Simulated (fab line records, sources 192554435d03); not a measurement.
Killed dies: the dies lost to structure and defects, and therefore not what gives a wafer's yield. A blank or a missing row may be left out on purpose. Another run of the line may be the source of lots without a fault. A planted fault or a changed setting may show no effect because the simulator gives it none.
Chamber matching -- flow n5Finfet -- 4 sister chambers for N5_BEOL_M1_ALD_84 on aldMetal-03
The step deposits TaN, pulse time 2 s, purge time 3 s, co reactant purge time 2 s. 8 wafers are shown with their chamber, then 8 later ones without.

== WAFERS WITH THEIR CHAMBER ==
wafer,chamber,heaterPowerW (W),precursorVesselPressureTorr (Torr)
L075.6,2,424,26.23
L077.6,3,507,26.29
L084.2,3,494,26.28
L084.4,0,344,26.37
L087.4,0,349,26.26
L089.5,1,504,26.18
L089.6,2,431,26.27
L090.3,1,497,26.18

== WAFERS WITHOUT THEIR CHAMBER ==
wafer,heaterPowerW (W),precursorVesselPressureTorr (Torr)
L090.4,485,26.11
L090.6,480,26.18
L091.1,433,26.21
L091.5,495,26.33
L091.6,427,26.31
L094.2,486,26.26
L094.4,416,26.24
L094.5,475,26.26

== EACH ONE'S CHAMBER ==
wafer,from the rows above,in truth
L090.4,can't be placed: 1 or 3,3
L090.6,can't be placed: 1 or 3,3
L091.1,2,2
L091.5,3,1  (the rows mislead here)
L091.6,2,2
L094.2,can't be placed: 3 or 1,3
L094.4,2,2
L094.5,can't be placed: 3 or 1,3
3 of 8 placed correctly. From these rows, 4 cannot be placed; in 4 the true chamber is one of the candidates. Wrongly placed: 1.
How it was worked out, from the rows above alone: a wafer's distance from a chamber is the root of the sum, over the readings, of the square of ((its reading less the chamber's mean) divided by the reading's scatter). If the next closest chamber is less than 2 further off than the closest, the wafer can't be placed; otherwise it belongs to the closest. Each chamber's mean is taken over the wafers shown for it. The scatter: the root of (the sum of the squares of (reading less its chamber's mean) over the shown wafers, divided by (wafers less chambers)).
